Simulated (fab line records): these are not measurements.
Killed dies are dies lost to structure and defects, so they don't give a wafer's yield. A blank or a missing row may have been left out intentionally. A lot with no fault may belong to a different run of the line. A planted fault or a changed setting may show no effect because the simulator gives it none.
fab line records    flow nandHarc
[record] lots = 13  wafers = 39  lastDay = 26
route steps=1159 shown A_ZERO_WELL@405 A_SOURCE_PLATE@416 A_ONON_D1@424 END@1159
lots that met no fault: taken from a fault-free run of the same line
startH: the number of hours between the record's first day and the start of the first shown wafer of the lot    waitH: time in hours since the lot's previous step    " repeats the value in the row above    L1.1+2: a single row standing in for several wafers    - no value, or no start given    * or withheld: withheld    < > ~ a bound
route shown NAME@n: a module of which the file shows steps, and the number in the route of the first    usual: mean/standard deviation taken from wafers without a fault    same: alike in all rows    chamber/n: place in a boat    sites: the reading at each site    _std_site: the values' standard deviation    _edge_site: mean of outer sites minus mean of inner sites    radiusMm: for every site, how far away it sits from the centre of the wafer    mask NAME#n: copy n    behind: the tool/chamber that last shaped the wafer    hold: what put the lot on hold/how long, in hours/how the hold closed    device: which transistor (n, p or np) failed to switch    end of line: the same wafers' tests at the end of the route    step lacking rows: just its recipe    killed: the dies lost at the first sort to structure and to defects; this is not the yield of the wafer    map: a wafer's dies, x killed, . not, _ none there
set.NAME: the setting that was run; set.NAME@STEP: the one run at that earlier step    model.NAME: the simulator's own value behind a step, which no gauge read
one table for each step of the route and one row for each wafer, over a sample of lots
services: the hour from which a tool's chamber was out of use, counted from the record's first day as startH (under 0 if before that day), plus the number of hours and why
[[steps]]
[step NHARC_A_ZERO_WELL_ETCH_13]
[recipe] targetDepthA = 1200  timeS = 40.1  hbrFlowSccm = 150  cl2FlowSccm = 50  rfW = 400  icpW = 400  biasW = 100  chemistry = HBr/Cl2
[usual] drypumpMotorCurrentA = 5.9/0.57  oesProductAu = 0.992/0.012  throttleValvePct = 26.406/0.0092
lot.wafer  tool      chamber  startH  waitH  drypumpMotorCurrentA  oesProductAu  rfHoursCounterH  throttleValvePct
L605.3     rieSi-03  2        133.69  -      5.2                   0.982         1.0              26.408
L605.2     "         3        "       "      5.6                   1.012         1.2              26.409
L605.4     "         1        "       "      6.4                   1.018         1.0              26.408
L606.4     rieSi-03  3        149.54  -      5.6                   1.010         1.3              26.400
L606.3     "         0        "       "      6.4                   1.001         1.2              26.404
L606.1     "         1        "       "      6.4                   1.020         1.0              26.414
L608.3     rieSi-01  2        152.48  -      4.8                   0.996         0.2              26.388
L608.1     "         3        "       "      6.6                   0.995         0.2              26.395
L608.5     "         0        "       "      6.1                   1.000         -                26.409
L607.1     rieSi-02  1        152.75  -      6.7                   0.976         0.7              26.411
L607.3     "         2        "       "      5.3                   0.985         0.9              26.407
L607.6     "         1        "       "      6.7                   0.982         -                26.419
L610.4     rieSi-01  3        159.27  -      6.6                   1.001         0.3              26.395
L610.1     "         1        "       "      5.8                   1.003         0.2              26.402
L610.5     "         0        "       "      6.1                   1.000         -                26.422
L612.2     rieSi-02  1        181.58  -      6.7                   0.981         0.9              26.421
L612.5     "         0        "       "      6.1                   0.981         -                26.425
L612.6     "         1        "       "      6.7                   0.981         -                26.417
L613.1     rieSi-02  0        184.65  -      6.1                   0.990         1.0              26.412
L613.2     "         1        "       "      6.7                   0.975         1.0              26.387
L613.6     "         3        "       "      6.0                   0.992         -                26.403
L614.3     rieSi-01  3        185.90  -      6.5                   0.994         0.4              26.408
L614.4     "         0        "       "      6.1                   1.013         0.4              26.424
L614.5     "         3        "       "      6.6                   0.993         -                26.411
L615.1     rieSi-01  0        192.27  -      6.1                   1.007         0.4              26.410
L615.6     "         2        "       "      4.8                   0.991         -                26.411
L615.5     "         3        "       "      6.6                   0.984         -                26.406
L616.3     rieSi-02  1        192.75  -      6.7                   0.985         1.1              26.399
L616.4     "         2        "       "      5.3                   0.988         1.1              26.395
L616.2     "         3        "       "      6.0                   0.994         1.2              26.391
L617.3     rieSi-02  2        225.90  -      5.3                   0.990         0.1              26.390
L617.4     "         0        "       "      6.1                   0.996         0.0              26.401
L617.6     "         1        "       "      6.7                   0.988         -                26.396
L627.3     rieSi-03  2        262.87  -      5.2                   0.990         0.7              26.396
L627.1     "         1        "       "      6.4                   0.991         0.8              26.426
L627.5     "         3        "       "      5.6                   0.990         -                26.395
L628.4     rieSi-02  1        266.62  -      6.7                   0.990         0.4              26.394
L628.3     "         2        "       "      5.3                   0.990         0.5              26.389
L628.2     "         3        "       "      6.1                   1.004         0.5              26.401
[step NHARC_A_ZERO_WELL_RTA_16]
[recipe] tempC = 1000  timeS = 10
[usual] lampPowerPct = 31.5/1.4  wafer_temp_C_max = 1004.3/1.3
lot.wafer  tool          chamber  startH  waitH  lampPowerPct  wafer_temp_C_max
L605.2     rtpAnneal-02  0        134.65  -      30.4          1003.6
L605.3     "             0        "       "      30.3          1003.3
L605.4     "             0        "       "      30.3          1003.2
L606.1     rtpAnneal-02  0        150.45  -      30.3          1002.8
L606.3     "             0        "       "      30.4          1003.3
L606.4     "             0        "       "      30.4          1005.4
L608.1     rtpAnneal-02  0        153.35  -      30.3          1005.5
L608.3     "             0        "       "      30.3          1003.4
L608.5     "             0        "       "      30.2          1003.1
L607.1     rtpAnneal-02  0        153.65  -      30.3          1003.5
L607.3     "             0        "       "      30.3          1003.5
L607.6     "             0        "       "      30.3          1004.2
L610.1     rtpAnneal-01  0        160.18  -      33.0          1008.7
L610.4     "             0        "       "      33.1          1005.0
L610.5     "             0        "       "      33.1          1004.2
L612.2     rtpAnneal-02  0        182.50  -      30.3          1002.7
L612.5     "             0        "       "      30.4          1004.6
L612.6     "             0        "       "      30.3          1004.4
L613.1     rtpAnneal-01  0        185.54  -      33.1          1004.9
L613.2     "             0        "       "      33.1          1006.9
L613.6     "             0        "       "      33.1          1004.6
L614.3     rtpAnneal-01  0        186.85  -      33.0          1005.2
L614.4     "             0        "       "      33.0          1005.6
L614.5     "             0        "       "      33.1          1004.8
L615.1     rtpAnneal-01  0        193.15  -      33.1          1004.5
L615.5     "             0        "       "      33.1          1003.5
L615.6     "             0        "       "      33.1          1006.3
L616.2     rtpAnneal-01  0        193.69  -      33.1          1005.0
L616.3     "             0        "       "      33.1          1004.2
L616.4     "             0        "       "      33.1          1005.6
L617.3     rtpAnneal-01  0        226.91  -      33.1          1005.4
L617.4     "             0        "       "      33.1          1007.0
L617.6     "             0        "       "      33.1          1004.5
L627.1     rtpAnneal-02  0        263.87  -      30.3          1003.7
L627.3     "             0        "       "      30.3          1004.3
L627.5     "             0        "       "      30.4          1003.9
L628.2     rtpAnneal-02  0        267.83  -      30.3          1003.0
L628.3     "             0        "       "      30.3          1002.3
L628.4     "             0        "       "      30.3          1004.1
[step NHARC_A_SOURCE_PLATE_THK_MEAS_09]
[recipe] thkMeasGauge = ellipsometry
[usual] thkNm = 9.9/0.95
lot.wafer  tool          chamber  startH  waitH  thkNm
L605.2     filmMetro-01  -        142.88  0.4    9.9
L605.3     "             -        "       "      9.9
L605.4     "             -        "       "      8.3
L606.1     filmMetro-02  -        158.20  0.4    9.8
L606.3     "             -        "       "      10.2
L606.4     "             -        "       "      11.1
L608.1     filmMetro-01  -        158.20  0.4    10.4
L608.3     "             -        "       "      9.8
L608.5     "             -        "       "      9.4
L607.1     filmMetro-01  -        161.87  0.4    10.4
L607.3     "             -        "       "      12.1
L607.6     "             -        "       "      11.7
L610.1     filmMetro-02  -        167.40  0.4    9.7
L610.4     "             -        "       "      8.2
L610.5     "             -        "       "      8.7
L613.1     filmMetro-02  -        190.08  0.4    10.4
L613.2     "             -        "       "      11.1
L613.6     "             -        "       "      9.2
L612.2     filmMetro-01  -        190.08  0.4    11.9
L612.5     "             -        "       "      9.5
L612.6     "             -        "       "      11.1
L614.3     filmMetro-02  -        194.40  0.4    9.6
L614.4     "             -        "       "      10.4
L614.5     "             -        "       "      11.0
L615.1     filmMetro-01  -        200.74  0.4    8.8
L615.5     "             -        "       "      10.1
L615.6     "             -        "       "      9.7
L616.2     filmMetro-02  -        200.74  0.4    8.7
L616.3     "             -        "       "      9.1
L616.4     "             -        "       "      10.0
L617.3     filmMetro-02  -        235.20  0.4    8.2
L617.4     "             -        "       "      9.1
L617.6     "             -        "       "      11.4
L627.1     filmMetro-01  -        271.31  0.4    11.3
L627.3     "             -        "       "      9.6
L627.5     "             -        "       "      10.8
L628.2     filmMetro-02  -        275.43  0.4    9.5
L628.3     "             -        "       "      9.7
L628.4     "             -        "       "      11.4
[step NHARC_A_ONON_D1_DEP_00]
[recipe] targetThkA = 10000  n2FlowSccm = 2750  n2oFlowSccm = 2000  nh3FlowSccm = 500  sih4FlowSccm = 210  tempC = 400
lot.wafer   tool          chamber  startH  waitH
L605.2+3+4  pecvdOnon-02  0        156.81  0.1
L608.1+3+5  pecvdOnon-04  0        171.26  0.1
L606.1+3+4  pecvdOnon-03  0        171.26  0.1
L607.1+3+6  pecvdOnon-03  0        175.17  0.1
L610.1+4+5  pecvdOnon-04  0        180.66  0.1
L613.1+2+6  pecvdOnon-03  0        203.02  0.1
L612.2+5+6  pecvdOnon-04  0        203.08  0.1
L615.1+5+6  pecvdOnon-04  0        220.90  0.1
L616.2+3+4  pecvdOnon-02  0        220.92  0.1
L614.3+4+5  pecvdOnon-03  0        220.98  0.2
L617.3+4+6  pecvdOnon-03  0        249.39  0.2
L627.1+3+5  pecvdOnon-04  0        284.71  0.1
L628.2+3+4  pecvdOnon-04  0        288.85  0.1
[step NHARC_A_ONON_D1_THK_MEAS_02]
[recipe] thkMeasGauge = ellipsometry
[usual] thkNm = 1000/12
lot.wafer  tool          chamber  startH  waitH  hold                     thkNm
L605.2     filmMetro-02  -        157.26  -      -                        1015
L605.3     "             -        "       "      -                        1015
L605.4     "             -        "       "      -                        1015
L606.1     filmMetro-02  -        171.80  -      -                        997
L606.3     "             -        "       "      -                        997
L606.4     "             -        "       "      -                        995
L608.1     filmMetro-01  -        171.80  -      -                        1023
L608.3     "             -        "       "      -                        1022
L608.5     "             -        "       "      -                        1022
L607.1     filmMetro-02  -        175.68  -      -                        998
L607.3     "             -        "       "      -                        998
L607.6     "             -        "       "      -                        998
L610.1     filmMetro-02  -        181.17  -      -                        1015
L610.4     "             -        "       "      -                        1015
L610.5     "             -        "       "      -                        1016
L613.1     filmMetro-02  -        203.53  -      -                        995
L613.2     "             -        "       "      -                        995
L613.6     "             -        "       "      -                        996
L612.2     filmMetro-01  -        203.53  -      -                        994
L612.5     "             -        "       "      -                        994
L612.6     "             -        "       "      -                        995
L614.3     filmMetro-01  -        221.37  -      -                        998
L614.4     "             -        "       "      -                        1000
L614.5     "             -        "       "      -                        1000
L616.2     filmMetro-02  -        221.38  -      -                        994
L616.3     "             -        "       "      -                        993
L616.4     "             -        "       "      -                        993
L615.1     filmMetro-01  -        221.41  -      -                        1016
L615.5     "             -        "       "      -                        1015
L615.6     "             -        "       "      -                        1016
L617.3     filmMetro-01  -        249.78  -      -                        1004
L617.4     "             -        "       "      -                        1006
L617.6     "             -        "       "      -                        1005
L627.1     filmMetro-01  -        285.22  -      awaitDispo/0.2h/release  1466
L627.3     "             -        "       "      awaitDispo/0.2h/release  1465
L627.5     "             -        "       "      awaitDispo/0.2h/release  1467
L627.1     filmMetro-01  -        285.39  0.2    -                        1467
L627.3     "             -        "       "      -                        1466
L627.5     "             -        "       "      -                        1467
L628.2     filmMetro-01  -        289.30  -      awaitDispo/0.2h/release  1469
L628.3     "             -        "       "      awaitDispo/0.2h/release  1470
L628.4     "             -        "       "      awaitDispo/0.2h/release  1471
L628.2     filmMetro-01  -        289.47  0.2    -                        1469
L628.3     "             -        "       "      -                        1471
L628.4     "             -        "       "      -                        1469
[step NHARC_END_SORT_01]
[recipe] tempC = 25
[usual] killedAtArray = 28/11  killedAtOther = 0.7/0.88  killedAtPeriphery = 3.1/2.2  killedDies = 31/12  killedOpen = 3.3/2  killedShort = 2.0/1.6
[same] grossDies = 677
lot.wafer  tool       chamber  startH  waitH  killedAtArray  killedAtOther  killedAtPeriphery  killedDies  killedOpen  killedShort
L628.2     prober-02  0        594.16  2.8    675            0              2                  677         0           1
L628.3     prober-02  0        594.96  3.1    675            1              1                  677         2           2
L628.4     prober-02  0        595.76  3.4    675            0              2                  677         1           1
L627.1     prober-01  0        615.64  2.5    671            0              6                  677         3           3
L627.3     prober-01  0        617.23  3.1    667            0              10                 677         5           1
L627.5     prober-01  0        618.82  3.7    671            0              6                  677         5           2
// killed by level:class
L628.2 A_ONON_D1:areaDep=644 A_SLIT:chamberFilmFlake=13 A_CHANNEL_HOLE_D1:chamberFilmFlake=8 A_M0:chamberFilmFlake=4 A_CONTACT:chamberFilmFlake=3 P_BONDPAD:chamberFilmFlake=2 A_WL_FILL:geometricParticle:short=1 A_SGD_CUT:chamberFilmFlake=1
L628.3 A_ONON_D1:areaDep=639 A_SLIT:chamberFilmFlake=20 A_CONTACT:chamberFilmFlake=7 A_CONTACT:geometricParticle:open=2 A_M0:chamberFilmFlake=2 A_CHANNEL_FILL_D1:geometricParticle:short=1 A_SGD_CUT:geometricParticle:short=1 P_BONDPAD:chamberFilmFlake=1
L628.4 A_ONON_D1:areaDep=645 A_SLIT:chamberFilmFlake=12 A_CONTACT:chamberFilmFlake=4 A_M0:chamberFilmFlake=4 A_CHANNEL_HOLE_D1:chamberFilmFlake=3 A_WL_FILL:chamberFilmFlake=3 A_STAIRCASE:chamberFilmFlake=2 P_CONTACT:geometricParticle:open=1
L627.1 A_ONON_D1:areaDep=611 A_CHANNEL_FILL_D1:unspecified=28 A_SLIT:chamberFilmFlake=10 A_CHANNEL_HOLE_D1:chamberFilmFlake=9 A_CONTACT:chamberFilmFlake=7 P_STI:chamberFilmFlake=3 A_STAIRCASE:chamberFilmFlake=3 P_GATE:geometricParticle:open=2
L627.3 A_ONON_D1:areaDep=598 A_CHANNEL_FILL_D1:unspecified=34 A_SLIT:chamberFilmFlake=13 A_CHANNEL_HOLE_D1:chamberFilmFlake=7 A_CONTACT:chamberFilmFlake=7 P_STI:chamberFilmFlake=4 P_GATE:chamberFilmFlake=4 A_WL_FILL:geometricParticle:open=2
L627.5 A_ONON_D1:areaDep=606 A_CHANNEL_FILL_D1:unspecified=29 A_SLIT:chamberFilmFlake=14 A_CHANNEL_HOLE_D1:chamberFilmFlake=9 A_CONTACT:chamberFilmFlake=6 P_M0:geometricParticle:open=2 P_STI:chamberFilmFlake=2 A_STAIRCASE:chamberFilmFlake=2
[[services]]
tool          chamber  startH  hours  kind
pecvdOnon-02  -        111.00  13.0   pm
rieSi-01      -        127.00  9.0    pm
rieSi-01      0        127.00  9.0    ventCycle
rieSi-01      1        127.00  9.0    ventCycle
rieSi-01      2        127.00  9.0    ventCycle
rieSi-01      3        127.00  9.0    ventCycle
rieSi-01      0        136.00  -      clean
pecvdOnon-03  -        153.19  13.0   pm
rieSi-03      -        155.00  9.0    pm
rieSi-02      2        164.96  2.9    repair
rieSi-01      2        210.54  23.1   repair
rieSi-02      -        211.00  9.0    pm
rieSi-02      0        211.00  9.0    ventCycle
rieSi-02      1        211.00  9.0    ventCycle
rieSi-02      2        211.00  9.0    ventCycle
rieSi-02      3        211.00  9.0    ventCycle
rieSi-02      0        220.00  -      clean
rieSi-02      1        220.00  -      clean
rieSi-02      2        220.00  -      clean
rieSi-02      3        220.00  -      clean
rieSi-01      -        229.91  0.4    repair
pecvdOnon-04  -        237.00  13.0   pm
rieSi-01      3        253.08  3.9    repair
rieSi-02      2        273.83  4.3    repair
[[key]]
[firstSign] step = NHARC_A_ONON_D1_THK_MEAS_02  reading = visit  direction = added
[effect] step = NHARC_A_ONON_D1_THK_MEAS_02  reading = thkNm  direction = up  sigmas = 39  usual = 1000  struck = 1468
[effect] step = NHARC_END_SORT_01  reading = killedAtArray  direction = up  sigmas = 57  usual = 28  struck = 672
[moreKillsBornAt] NHARC_A_ONON_D1_DEP_00@pecvdOnon-04 = 3743
metAt NHARC_A_ONON_D1_DEP_00
struckLots L627,L628
struckWafers L627.1,L627.3,L627.5,L628.2,L628.3,L628.4
laterRowsLeftOut L627.1,L627.3,L627.5,L628.2,L628.3,L628.4
testerLeftOut L627,L628
notActingAt NHARC_A_ZERO_WELL_ETCH_13,NHARC_A_ZERO_WELL_RTA_16,NHARC_A_SOURCE_PLATE_THK_MEAS_09
onsetBetween 220.90 284.71
alsoFits time
[fault] kind = processParameterDrift  tool = pecvdOnon-04  chamber = 0  onsetH = 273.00  steps = NHARC_A_ONON_D1_DEP_00  channel = targetThkA  offset = *  shape = step  endH = 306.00  actsIn = *  stated = *
// testerLeftOut: of these lots the tester's yield and bins aren't shown, on N5 and GAA mostly nor the transistor test; their killed dies are dies lost to structure and defects alone, not to doping, threshold or leakage, so they don't give the yield
// laterRowsLeftOut: the simulator's readings of these wafers behind a module that went badly wrong aren't trusted and aren't shown, but for the sort
